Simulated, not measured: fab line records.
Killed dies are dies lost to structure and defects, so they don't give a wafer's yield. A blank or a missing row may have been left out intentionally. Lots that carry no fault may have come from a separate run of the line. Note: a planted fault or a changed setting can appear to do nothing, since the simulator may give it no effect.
Matching of chambers | flow n5 finfet | 4 sister chambers for N5_HKMG_FIN_CMP_23 on cmp-01
The step polishes, stops on SiNx, t overpolish 10 s, target thk 46.326 nm. 8 wafers are shown with their chamber, then 10 later ones without.

== WAFERS PAIRED WITH THEIR CHAMBERS ==
wafer  | chamber | motor current A (A) | time to endpoint s (s)
L078.4 | 3       | 12.7                | 16.7
L080.1 | 3       | 11.9                | 12.3
L080.6 | 2       | 12.9                | 8.5
L083.1 | 2       | 12.5                | 15.6
L083.5 | 0       | 14.8                | 11.5
L083.6 | 1       | 12.6                | 17.4
L084.1 | 1       | 12.5                | 18.8
L084.3 | 0       | 14.7                | 11.3

== WAFERS WHOSE CHAMBER IS MISSING ==
wafer  | motor current A (A) | time to endpoint s (s)
L084.6 | 11.9                | 14.7
L089.1 | 12.0                | 11.2
L089.3 | 13.2                | 7.6
L089.4 | 14.4                | 7.0
L093.1 | 12.5                | 15.4
L093.4 | 14.5                | 12.1
L093.5 | 11.9                | 15.7
L097.1 | 14.9                | 14.2
L097.2 | 12.5                | 15.8
L097.3 | 12.3                | 11.4

== WHICH CHAMBER EACH WENT THROUGH ==
wafer  | from the rows above          | in truth
L084.6 | can't be placed: 3 or 1 or 2 | 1
L089.1 | can't be placed: 3 or 2 or 1 | 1
L089.3 | can't be placed: 2 or 3 or 1 | 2
L089.4 | 0                            | 0
L093.1 | can't be placed: 3 or 1 or 2 | 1
L093.4 | 0                            | 0
L093.5 | can't be placed: 3 or 1 or 2 | 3
L097.1 | 0                            | 0
L097.2 | can't be placed: 3 or 1 or 2 | 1
L097.3 | can't be placed: 3 or 2 or 1 | 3
Correct placement for 3 of the 10. From these rows, 7 cannot be placed; in 7 the true chamber is one of the candidates. Placed wrongly: 0.
How it was worked out, from the rows above alone: a wafer's distance from a chamber is the root of the sum, over the readings, of the square of ((its reading less the chamber's mean) divided by the reading's scatter). If the next closest chamber is less than 2 further off than the closest, the wafer can't be placed; otherwise it belongs to the closest. Each chamber's mean is taken over the wafers shown for it. How the scatter is found: for the shown wafers, subtract from each reading the mean of its chamber, square and add these, divide the total by (wafers less chambers), then take the root.
